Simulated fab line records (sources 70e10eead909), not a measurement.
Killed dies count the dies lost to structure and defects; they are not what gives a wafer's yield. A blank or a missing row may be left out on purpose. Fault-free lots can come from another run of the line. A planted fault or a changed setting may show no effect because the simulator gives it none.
Which of the tools did it? | flow nandHarc | 11 lots with 33 wafers sampled at 3 steps, on a route of 1302 steps

WHAT EACH GAUGE READ, for each wafer
NHARC_A_CHANNEL_HOLE_D1_CD_MEAS_10 targets a cd of 100 nm.
lot  | measured     | on       | cdNm (nm)
L645 | day 9 01:06  | cdSem-01 | 100.8 101.0 99.3
L648 | day 10 03:08 | cdSem-02 | 100.0 100.2 100.0
L650 | day 10 22:34 | cdSem-03 | 100.3 100.7 99.7
L653 | day 12 07:15 | cdSem-03 | 100.5 100.4 100.1
L654 | day 12 20:08 | cdSem-02 | 100.3 99.8 99.8
L655 | day 13 01:05 | cdSem-01 | 102.0 103.0 102.4
L656 | day 13 07:31 | cdSem-03 | 102.4 102.4 102.2
L660 | day 15 02:24 | cdSem-02 | 100.9 100.4 100.6
L661 | day 15 14:02 | cdSem-03 | 100.3 102.2 100.5
L662 | day 16 04:52 | cdSem-03 | 100.9 100.8 101.2
L665 | day 17 05:25 | cdSem-01 | 99.7 99.8 99.8

WHAT TOOL EACH LOT RAN ON (gives the tool, then ch and the chambers of the sampled wafers, and finally the start)
lot  | NHARC_A_ONON_D1_DEP_33          | NHARC_A_CHANNEL_HOLE_D1_PEB_08
L645 | pecvd-04 ch 1,2, day 8 20:47    | lithoTrack-04 ch 0, day 9 01:01
L648 | pecvd-03 ch 0,1,2, day 9 22:59  | lithoTrack-01 ch 0, day 10 03:03
L650 | pecvd-03 ch 1,2, day 10 18:10   | lithoTrack-04 ch 0, day 10 22:29
L653 | pecvd-04 ch 0,1, day 12 02:37   | lithoTrack-06 ch 0, day 12 07:10
L654 | pecvd-03 ch 1,2, day 12 13:22   | lithoTrack-04 ch 0, day 12 20:03
L655 | pecvd-04 ch 0,1,2, day 12 19:07 | lithoTrack-01 ch 0, day 13 01:00
L656 | pecvd-03 ch 1,2, day 13 04:26   | lithoTrack-01 ch 0, day 13 07:26
L660 | pecvd-03 ch 0,1,2, day 14 23:12 | lithoTrack-04 ch 0, day 15 02:20
L661 | pecvd-04 ch 0,2, day 15 10:46   | lithoTrack-06 ch 0, day 15 13:57
L662 | pecvd-03 ch 0,1,2, day 16 01:18 | lithoTrack-04 ch 0, day 16 04:47
L665 | pecvd-01 ch 1,2, day 16 20:49   | lithoTrack-01 ch 0, day 17 05:20
- NHARC_A_ONON_D1_DEP_33: deposits SiO2, target thk 200 nm.
- NHARC_A_CHANNEL_HOLE_D1_PEB_08: peb time 65 s.

THE ANSWER, worked out from the rows above alone
Rule: usual is defined by the lots themselves. Put in order of their means at a reading, lots are off if they are a third of the lots or fewer, leave a main group of 4 or more, and stand apart from it by a gap of 3 or more times the standard deviation of the main group's means; of several such gaps the widest counts. A main group whose means are all the same, to the digits that the tables above print for the reading, isn't used. Also off: a lot with no number at a reading for which 4 or more lots have one. Any other lot the step has rows for is counted as sound.
Off at NHARC_A_CHANNEL_HOLE_D1_CD_MEAS_10 (cdNm): L655, L656. Main group: mean 100.4 nm, sd 0.4.
A tool fits if, at a process step before that reading, it ran every lot that is off, and no sound lot after the first of them. Those tools and the gauges at NHARC_A_CHANNEL_HOLE_D1_CD_MEAS_10 are tried in the same way. Not one of the candidates tried fits.

WHAT THE SIMULATOR HAD PUT IN
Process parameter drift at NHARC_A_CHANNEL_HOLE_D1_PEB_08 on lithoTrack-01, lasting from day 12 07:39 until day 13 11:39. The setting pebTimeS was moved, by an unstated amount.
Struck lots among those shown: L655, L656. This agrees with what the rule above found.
